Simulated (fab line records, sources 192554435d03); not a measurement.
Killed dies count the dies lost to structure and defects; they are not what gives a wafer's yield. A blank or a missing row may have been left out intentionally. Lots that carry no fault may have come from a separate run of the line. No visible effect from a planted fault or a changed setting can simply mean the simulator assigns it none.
Chamber matching    flow n5Finfet    N5_MOL_CONTACT_COAG_ETCH_65 on rieDiel-01: 4 sister chambers
The step etches underlayer in N2/H2, target depth 13 nm, time 10.4 s. 4 wafers are shown with their chamber, then 9 later ones without.

## WAFERS, EACH WITH ITS CHAMBER
wafer   chamber  drypumpMotorCurrentA (A)
L079.5  2        6.4
L084.4  1        5.3
L086.1  0        6.1
L086.4  3        5.8

## WAFERS WITHOUT THEIR CHAMBER
wafer   drypumpMotorCurrentA (A)
L089.4  5.3
L089.5  6.4
L089.6  5.3
L095.1  6.1
L095.5  5.3
L095.6  6.2
L097.1  5.3
L097.3  5.7
L097.5  5.7

## THE CHAMBER EACH PASSED THROUGH
wafer   from the rows above      in truth
L089.4  1                        1
L089.5  2                        2
L089.6  1                        1
L095.1  0                        0
L095.5  1                        1
L095.6  can't be placed: 0 or 2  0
L097.1  1                        1
L097.3  3                        3
L097.5  3                        3
8 of 9 placed correctly. From these rows, 1 cannot be placed; in 1 the true chamber is one of the candidates. Placed wrongly: 0.
How it was worked out, from the rows above alone: a wafer's distance from a chamber is the root of the sum, over the readings, of the square of ((its reading less the chamber's mean) divided by the reading's scatter). If the next closest chamber is less than 2 further off than the closest, the wafer can't be placed; otherwise it belongs to the closest. A chamber's mean is the mean of its shown wafers. The scatter: with one shown wafer a chamber, the root of the mean of the squares of how far each hidden wafer lies from its nearest shown one.
